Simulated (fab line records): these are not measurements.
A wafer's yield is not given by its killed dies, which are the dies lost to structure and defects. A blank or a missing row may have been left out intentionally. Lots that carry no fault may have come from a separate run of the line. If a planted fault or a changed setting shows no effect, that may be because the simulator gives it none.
fab line records    flow nandHarc
record: lots: 6  wafers: 18  lastDay: 34
route steps=1302 shown A_STAIRCASE@659 END@1302
lots that met no fault: from a run of the same line without faults
startH: the number of hours between the record's first day and the start of the first shown wafer of the lot    waitH: how many hours have passed since the lot's step before this one    " unchanged from the row above    L1.1+2: one row covering several wafers at once    - no value, or no start was given    * or withheld: withheld    < > ~ a bound
route shown NAME@n: names a module that has steps shown in the file, with the first one's number in the route    usual: the fault-free wafers' mean and standard deviation    same: alike in all rows    chamber/n: place in a boat    sites: per-site readings    _std_site: how widely they spread, as a standard deviation    _edge_site: outer sites' mean less inner sites'    radiusMm: for every site, how far away it sits from the centre of the wafer    mask NAME#n: copy n    behind: the tool/chamber that last shaped the wafer    hold: reason for holding the lot/hours on hold/outcome of the hold    device: the n, p or np transistor that did not switch    end of line: the route-end tests of the same wafers    a step without rows: its recipe alone    killed: dies that structure and defects cost at the first sort, which is not the same as the wafer's yield    map: a wafer's dies, x killed, . not, _ none there
set.NAME: setting as actually run; set.NAME@STEP: the setting as run at that earlier step    model.NAME: the simulator's own value behind a step, which no gauge read
lots at selected steps of the route; one table per step, one row per wafer
services: the hour from which a tool's chamber was out of use, counted from the record's first day as startH (under 0 if before that day), plus the number of hours and why
== steps ==
step: NHARC_A_STAIRCASE_COAT_03
recipe: spinRpm: 1200
step: NHARC_A_STAIRCASE_SOFTBAKE_04
recipe: tempC: 135  timeS: 170
step: NHARC_A_STAIRCASE_EBR_05
step: NHARC_A_STAIRCASE_EXPOSE_06
recipe: na: 0.5  doseMj: 25.43  maskId: STAIR
step: NHARC_A_STAIRCASE_PEB_07
recipe: pebTempC: 115  pebTimeS: 130
step: NHARC_A_STAIRCASE_DEVELOP_08
recipe: timeS: 140
step: NHARC_A_STAIRCASE_HARDBAKE_10
recipe: tempC: 120  timeS: 140
step: NHARC_A_STAIRCASE_DESCUM_11
recipe: timeS: 3  o2FlowSccm: 200  arFlowSccm: 0  biasPowerW: 0  chemistry: O2
usual: drypumpMotorCurrentA: 5.9/0.38  o2FlowSccm: 200.1/0.58  oesProductAu: 1.003/0.018  rfVppV: 57.8/0.94  showerheadPlenumPTorr: 1.92/0.099  throttleValvePct: 11.311/0.0087
lot.wafer  tool        chamber  startH  waitH  drypumpMotorCurrentA  o2FlowSccm  oesProductAu  rfHoursCounterH  rfVppV  showerheadPlenumPTorr  throttleValvePct
L408.4     rieDiel-11  0        355.87  -      5.6                   200.0       0.985         29               58.0    2.01                   11.301
L408.2     "           1        "       "      5.5                   199.0       1.003         24               59.4    2.07                   11.314
L408.5     "           0        "       "      5.6                   199.6       0.989         -                58.1    2.01                   11.310
L417.3     rieDiel-05  2        451.62  -      6.1                   199.4       1.010         15               57.1    1.79                   11.315
L417.5     "           0        "       "      6.6                   199.0       1.024         -                58.0    1.84                   11.301
L417.6     "           1        "       "      6.1                   199.3       1.000         -                59.4    2.03                   11.304
L419.2     rieDiel-05  1        473.19  -      6.1                   200.2       0.994         20               56.9    2.03                   11.309
L419.1     "           2        "       "      6.2                   199.6       1.014         20               57.5    1.79                   11.325
L419.6     "           2        "       "      6.1                   200.4       1.015         -                56.7    1.79                   11.330
L428.1     rieDiel-05  2        551.33  -      6.1                   199.4       0.999         45               56.5    1.79                   11.298
L428.5     "           0        "       "      6.6                   200.0       1.023         -                55.9    1.83                   11.305
L428.6     "           1        "       "      6.0                   200.3       0.992         -                59.6    2.03                   11.315
L430.3     rieDiel-11  2        569.77  -      6.2                   200.5       0.986         38               57.3    2.03                   11.314
L430.2     "           3        "       "      6.1                   201.0       1.031         38               56.9    1.89                   11.331
L430.5     "           0        "       "      5.6                   199.8       0.999         -                58.0    1.98                   11.307
L431.2     rieDiel-10  0        580.66  -      5.7                   200.1       0.987         50               56.9    1.88                   11.311
L431.4     "           3        "       "      5.9                   200.2       1.018         57               57.7    2.06                   11.313
L431.6     "           0        "       "      5.7                   199.7       0.994         -                57.8    1.88                   11.306
step: NHARC_A_STAIRCASE_TRIM_12
recipe: timeS: 211.2  o2FlowSccm: 500  arFlowSccm: 0  biasW: 0  chemistry: O2
usual: drypumpMotorCurrentA: 5.9/0.37  o2FlowSccm: 500.0/1.5  oesProductAu: 1.002/0.018  rfVppV: 57.8/0.96  showerheadPlenumPTorr: 3.55/0.18  throttleValvePct: 17.037/0.0092
lot.wafer  tool        chamber  startH  waitH  drypumpMotorCurrentA  o2FlowSccm  oesProductAu  rfHoursCounterH  rfVppV  showerheadPlenumPTorr  throttleValvePct
L408.2     rieDiel-11  3        355.95  0.1    6.0                   500.1       1.014         30               57.5    3.53                   17.029
L408.4     "           2        "       "      6.2                   498.3       0.969         25               57.9    3.76                   17.046
L408.5     "           3        "       "      6.1                   501.6       1.014         -                57.7    3.53                   17.034
L417.3     rieDiel-05  0        451.71  0.1    6.6                   499.7       1.018         12               58.2    3.41                   17.034
L417.5     "           3        "       "      5.9                   498.3       1.010         -                57.6    3.31                   17.037
L417.6     "           0        "       "      6.6                   498.7       1.019         -                57.2    3.41                   17.053
L419.2     rieDiel-05  3        473.29  0.1    5.9                   501.9       1.017         12               55.7    3.30                   17.030
L419.1     "           0        "       "      6.6                   499.0       1.022         19               57.7    3.40                   17.046
L419.6     "           2        "       "      6.1                   501.1       1.021         -                57.6    3.32                   17.040
L428.1     rieDiel-05  1        551.87  0.5    6.1                   499.0       0.996         41               60.8    3.72                   17.040
L428.6     "           1        "       "      6.1                   500.6       0.994         -                58.5    3.72                   17.035
L428.5     "           2        "       "      6.1                   498.0       0.996         -                54.4    3.31                   17.036
L430.2     rieDiel-11  3        569.84  0.1    6.1                   502.1       1.030         38               56.9    3.50                   17.051
L430.3     "           1        "       "      5.5                   497.4       0.981         40               58.7    3.75                   17.027
L430.5     "           3        "       "      6.1                   499.1       1.031         -                56.4    3.50                   17.037
L431.4     rieDiel-10  3        580.75  0.1    5.9                   501.6       1.011         58               58.9    3.77                   17.036
L431.2     "           0        "       "      5.6                   498.2       0.986         50               58.5    3.47                   17.026
L431.6     "           3        "       "      5.9                   502.9       1.012         -                58.2    3.78                   17.038
step: NHARC_A_STAIRCASE_ETCH_13
recipe: targetDepthA: 1000  timeS: 40.5  ionEnergyEv: 400  c4f8FlowSccm: 20  o2FlowSccm: 10  arFlowSccm: withheld  rfW: 600  biasW: 1000  chemistry: C4F8/O2
usual: oesProductAu: 0.949/0.019  rfVppV: 896/6.6
lot.wafer  tool        chamber  startH  waitH  oesProductAu  rfHoursCounterH  rfVppV
L408.2     rieDiel-11  0        -       -      0.931         29               902
L408.4     "           1        "       "      0.968         24               904
L408.5     "           3        "       "      0.952         -                897
L417.3     rieDiel-05  0        -       -      0.964         12               892
L417.6     "           2        "       "      0.980         -                888
L417.5     "           3        "       "      0.967         -                888
L419.1     rieDiel-05  1        -       -      0.937         20               903
L419.2     "           0        "       "      0.972         20               891
L419.6     "           2        "       "      0.951         -                888
L428.1     rieDiel-05  3        -       -      0.979         39               886
L428.5     "           3        "       "      0.985         -                886
L428.6     "           0        "       "      0.964         -                890
L430.2     rieDiel-11  3        -       -      0.975         38               895
L430.3     "           0        "       "      0.930         38               900
L430.5     "           2        "       "      0.954         -                904
L431.2     rieDiel-10  1        -       -      0.937         39               896
L431.4     "           2        "       "      0.948         57               893
L431.6     "           1        "       "      0.933         -                899
step: NHARC_A_STAIRCASE_TRIM_14
recipe: timeS: 211.2  o2FlowSccm: 500  arFlowSccm: 0  biasW: 0  chemistry: O2
usual: drypumpMotorCurrentA: 5.9/0.37  o2FlowSccm: 500.0/1.5  oesProductAu: 1.004/0.018  rfVppV: 57.8/0.88  showerheadPlenumPTorr: 3.54/0.17  throttleValvePct: 17.037/0.0093
lot.wafer  tool        chamber  startH  waitH  drypumpMotorCurrentA  o2FlowSccm  oesProductAu  rfHoursCounterH  rfVppV  showerheadPlenumPTorr  throttleValvePct
L408.4     rieDiel-11  2        -       -      6.1                   499.7       0.967         25               58.2    3.76                   17.042
L408.2     "           1        "       "      5.4                   498.7       1.004         24               58.9    3.79                   17.027
L408.5     "           2        "       "      6.2                   497.1       0.980         -                58.4    3.76                   17.039
L417.3     rieDiel-05  1        -       -      6.1                   501.4       0.997         15               58.9    3.74                   17.030
L417.5     "           3        "       "      5.9                   503.0       1.027         -                58.5    3.31                   17.040
L417.6     "           0        "       "      6.6                   498.2       1.031         -                57.9    3.41                   17.042
L419.2     rieDiel-05  2        -       -      6.1                   499.8       1.014         20               58.8    3.32                   17.037
L419.1     "           3        "       "      5.9                   499.5       1.018         12               57.1    3.30                   17.059
L419.6     "           2        "       "      6.1                   499.2       1.013         -                57.1    3.32                   17.043
L428.1     rieDiel-05  0        -       -      6.6                   500.4       1.020         43               56.2    3.39                   17.021
L428.5     "           3        "       "      5.9                   499.2       1.035         -                57.1    3.29                   17.031
L428.6     "           0        "       "      6.7                   502.1       1.022         -                56.7    3.39                   17.042
L430.2     rieDiel-11  0        -       -      5.7                   499.4       1.002         38               58.9    3.65                   17.034
L430.3     "           1        "       "      5.5                   497.7       0.987         40               57.6    3.75                   17.035
L430.5     "           0        "       "      5.6                   501.6       1.001         -                59.9    3.65                   17.030
L431.2     rieDiel-10  2        -       -      5.7                   499.2       1.008         57               57.3    3.46                   17.030
L431.4     "           3        "       "      5.9                   500.3       1.019         58               58.0    3.77                   17.045
L431.6     "           2        "       "      5.7                   500.2       0.987         -                56.3    3.46                   17.049
step: NHARC_A_STAIRCASE_ETCH_15
recipe: targetDepthA: 1000  timeS: 40.5  ionEnergyEv: 400  c4f8FlowSccm: 20  o2FlowSccm: 10  arFlowSccm: withheld  rfW: 600  biasW: 1000  chemistry: C4F8/O2
usual: oesProductAu: 0.945/0.016  rfVppV: 897/6.4
lot.wafer  tool        chamber  startH  waitH  oesProductAu  rfHoursCounterH  rfVppV
L408.2     rieDiel-11  0        356.33  -      0.927         29               903
L408.4     "           2        "       "      0.923         25               905
L408.5     "           1        "       "      0.956         -                907
L417.3     rieDiel-05  2        452.12  -      0.814         15               889
L417.6     "           1        "       "      0.937         -                904
L417.5     "           2        "       "      0.829         -                888
L419.2     rieDiel-05  1        473.66  -      0.944         20               904
L419.1     "           0        "       "      0.977         20               891
L419.6     "           2        "       "      0.814         -                888
L428.1     rieDiel-05  3        552.36  -      0.966         39               887
L428.5     "           1        "       "      0.929         -                903
L428.6     "           2        "       "      0.940         -                887
L430.2     rieDiel-11  3        570.23  -      0.963         38               895
L430.3     "           0        "       "      0.931         38               901
L430.5     "           3        "       "      0.964         -                896
L431.4     rieDiel-10  3        581.16  -      0.945         58               905
L431.2     "           1        "       "      0.938         39               898
L431.6     "           3        "       "      0.948         -                905
step: NHARC_A_STAIRCASE_TRIM_16
recipe: timeS: 211.2  o2FlowSccm: 500  arFlowSccm: 0  biasW: 0  chemistry: O2
usual: drypumpMotorCurrentA: 5.9/0.36  o2FlowSccm: 500.1/1.3  oesProductAu: 1.003/0.018  rfVppV: 57.8/0.89  showerheadPlenumPTorr: 3.54/0.17  throttleValvePct: 17.037/0.0085
lot.wafer  tool        chamber  startH  waitH  drypumpMotorCurrentA  o2FlowSccm  oesProductAu  rfHoursCounterH  rfVppV  showerheadPlenumPTorr  throttleValvePct
L408.4     rieDiel-11  0        -       -      5.6                   501.8       0.988         29               58.5    3.69                   17.028
L408.2     "           3        "       "      6.1                   498.9       1.020         30               57.4    3.53                   17.043
L408.5     "           0        "       "      5.6                   499.5       0.986         -                57.4    3.69                   17.047
L417.3     rieDiel-05  0        -       -      6.7                   499.4       1.012         13               57.6    3.41                   17.025
L417.5     "           2        "       "      6.2                   500.0       1.017         -                57.1    3.32                   17.033
L417.6     "           3        "       "      5.9                   503.4       1.002         -                58.2    3.31                   17.036
L419.2     rieDiel-05  0        -       -      6.7                   500.0       1.021         20               54.8    3.40                   17.041
L419.1     "           2        "       "      6.2                   501.4       1.007         21               56.5    3.32                   17.041
L419.6     "           0        "       "      6.7                   502.3       1.026         -                57.3    3.40                   17.048
L428.1     rieDiel-05  0        -       -      6.6                   501.5       1.041         43               57.2    3.39                   17.039
L428.6     "           1        "       "      6.1                   503.1       1.006         -                60.0    3.72                   17.037
L428.5     "           2        "       "      6.1                   500.6       1.018         -                57.2    3.31                   17.038
L430.2     rieDiel-11  3        -       -      6.1                   499.4       1.032         38               58.4    3.50                   17.044
L430.3     "           1        "       "      5.5                   499.9       0.982         40               58.8    3.75                   17.044
L430.5     "           0        "       "      5.6                   500.6       0.991         -                57.1    3.65                   17.032
L431.2     rieDiel-10  0        -       -      5.7                   500.5       0.973         50               57.8    3.47                   17.040
L431.4     "           3        "       "      5.9                   501.4       1.011         58               57.8    3.77                   17.023
L431.6     "           1        "       "      5.2                   500.7       0.987         -                59.0    3.56                   17.033
step: NHARC_END_SORT_01
recipe: tempC: 25
usual: killedAtArray: 56/17  killedAtOther: 0.9/1.2  killedAtPeriphery: 3.9/2.5  killedDies: 61/17  killedOpen: 3.2/1.8  killedShort: 2.7/1.7
same: grossDies: 677
lot.wafer  tool       chamber  startH  waitH  killedAtArray  killedAtOther  killedAtPeriphery  killedDies  killedOpen  killedShort
L417.3     prober-02  0        669.98  3.1    227            0              0                  227         5           2
L417.5     prober-02  0        671.61  3.8    167            1              2                  170         6           4
L419.6     prober-01  0        684.37  4.0    251            1              6                  258         4           2
killed by level:class
L417.3 A_STAIRCASE:areaEtch=175 A_CHANNEL_HOLE_D1:chamberFilmFlake=37 A_BLC:geometricParticle:open=2 A_CHANNEL_FILL_D2:chamberFilmFlake=2 A_CHANNEL_FILL_D1:geometricParticle:open=1 A_CHANNEL_FILL_D1:geometricParticle:short=1 A_CONTACT:geometricParticle:short=1 A_CONTACT:geometricParticle:open=1
L417.5 A_STAIRCASE:areaEtch=118 A_CHANNEL_HOLE_D1:chamberFilmFlake=31 A_BONDPAD:chamberFilmFlake=4 P_CONTACT:geometricParticle:short=2 A_CHANNEL_HOLE_D2:unspecified=2 A_SOURCE_PLATE:geometricParticle:open=1 A_ONON_D1:geometricParticle:open=1 A_CHANNEL_FILL_D1:geometricParticle:open=1
L419.6 A_STAIRCASE:areaEtch=198 A_SLIT:chamberFilmFlake=38 A_CHANNEL_HOLE_D2:chamberFilmFlake=7 A_CHANNEL_HOLE_D1:chamberFilmFlake=4 P_STI:chamberFilmFlake=3 P_GATE:geometricParticle:open=1 P_CONTACT:geometricParticle:open=1 A_CHANNEL_FILL_D1:geometricParticle:open=1
map L417.3 (x killed, . not)
____________.____________
_________......._________
_______..........._______
______.............______
_____..x............_____
____..xx....x...x....____
____xx.xxx.x.....x.x.____
___x.xxx.x............___
___xxxxxx.....xx......___
__.xx.xxx..xx.x........__
__.xx.xxxx..xx.x.......__
_.x.xx..x.x............._
_...xxxxx.x...x.x......._
_.....xxx.xx...xx......._
_.x.x.......xx.x.x......_
_....x.x.xx.xxx.xx.x..x._
......xx..xx.xx.x.x.x....
......xx.xx.xx.xxx.x.....
..x.x...xx.xx.x.xxxx.....
...x.xxx..x..xx.xx.......
..xx...x..xxxxxxx...x....
_.x.x...xx.xx.xxx.x.x..._
_....xxx.xxx...xxxx....._
_.....xxxxx.xxx...x.xx.._
_.xxx.x.xxxx.x.xx.xx...._
_.....xx.x.xxxx..x......_
__x....x.xxx.x.x.x.x...__
__.x.....x.xx.....x.x..__
___....x.xxxx.xx..x..x___
___.x..x.x..xxx.x.....___
____.xxx...x.x.x...x.____
____..........x......____
_____x.............._____
______.....x......x______
_______.....x....._______
_________......._________
____________x____________
map L419.6 (x killed, . not)
____________.____________
_________......._________
_______..........._______
______.............______
_____..............._____
____.........x..x....____
____......x..........____
___.....x..xx.xx......___
___x....xxx.x.x.......___
__....x.x....xxx......x__
__....x.x.xxx..xxx.....__
_...xx.x.x.xxxxxx.x....._
_...x...xxxxxx.x........_
_......xxx.xxxx.x.x....._
_.....x.xxxxxxxxxxx.x..._
_.x.xx.xxxx.xxxxxx.xx..._
.......xxxx.xxxxxxx......
......xxxxxxxxxxxx.......
.....x.xxxxxxxxxxxx......
...xx.xxxxx.xxxxxx.xx....
....xxxxx.xxxxxxxxxx.....
_......xxxxxxxxxxxx....._
_...x.xxxxxxxxxxxxx....._
_.x..x.x.xxxxx.x.xxx...._
_...xxx.x..xxxxxxxxx..x._
_...x.xx..xxxxxx.x.x...._
__....xxxxxxxx.xx......__
__.....x.xxx.xx........__
___.....xxxxx.x.x.x...___
___...xx.x.xxx.x....x.___
____..............xx.____
____.....x.....xx.xxx____
_____....x........xx_____
______...........x.______
_______..........._______
_________...x..._________
____________.____________
== services ==
tool        chamber  startH  hours  kind
rieDiel-05  0        338.44  -      clean
rieDiel-05  1        338.44  -      clean
rieDiel-05  2        338.44  -      clean
rieDiel-05  3        338.44  -      clean
rieDiel-05  0        363.34  -      clean
rieDiel-05  1        363.34  -      clean
rieDiel-05  2        363.34  -      clean
rieDiel-05  3        363.34  -      clean
rieDiel-05  0        388.26  -      clean
rieDiel-05  1        388.26  -      clean
rieDiel-05  2        388.26  -      clean
rieDiel-05  3        388.26  -      clean
rieDiel-05  -        408.41  9.0    pm
rieDiel-05  0        408.41  9.0    ventCycle
rieDiel-05  1        408.41  9.0    ventCycle
rieDiel-05  2        408.41  9.0    ventCycle
rieDiel-05  3        408.41  9.0    ventCycle
rieDiel-11  -        416.68  0.2    repair
rieDiel-05  0        417.41  -      clean
rieDiel-05  1        417.41  -      clean
rieDiel-10  -        419.84  9.0    pm
rieDiel-10  1        432.20  13.8   repair
rieDiel-11  -        432.57  9.0    pm
rieDiel-11  0        520.39  3.2    repair
== key ==
firstSign: step: NHARC_A_STAIRCASE_ETCH_15  reading: oesProductAu  direction: down  sigmas: 7.7  usual: 0.945  struck: 0.819
effect: step: NHARC_END_SORT_01  reading: killedAtArray  direction: up  sigmas: 9.4  usual: 56  struck: 215
moreKillsBornAt: NHARC_A_STAIRCASE_ETCH_15@rieDiel-05: 491
metAt NHARC_A_STAIRCASE_ETCH_15
struckWafers L417.3,L417.5,L419.6
testerLeftOut L417,L419
fault: kind: processParameterDrift  tool: rieDiel-05  chamber: 2  onsetH: 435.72  steps: NHARC_A_STAIRCASE_ETCH_15  channel: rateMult  offset: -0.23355  shape: step  endH: 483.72
testerLeftOut: of these lots the tester's yield and bins aren't shown, on N5 and GAA mostly nor the transistor test; their killed dies are dies lost to structure and defects alone, not to doping, threshold or leakage, so they don't give the yield
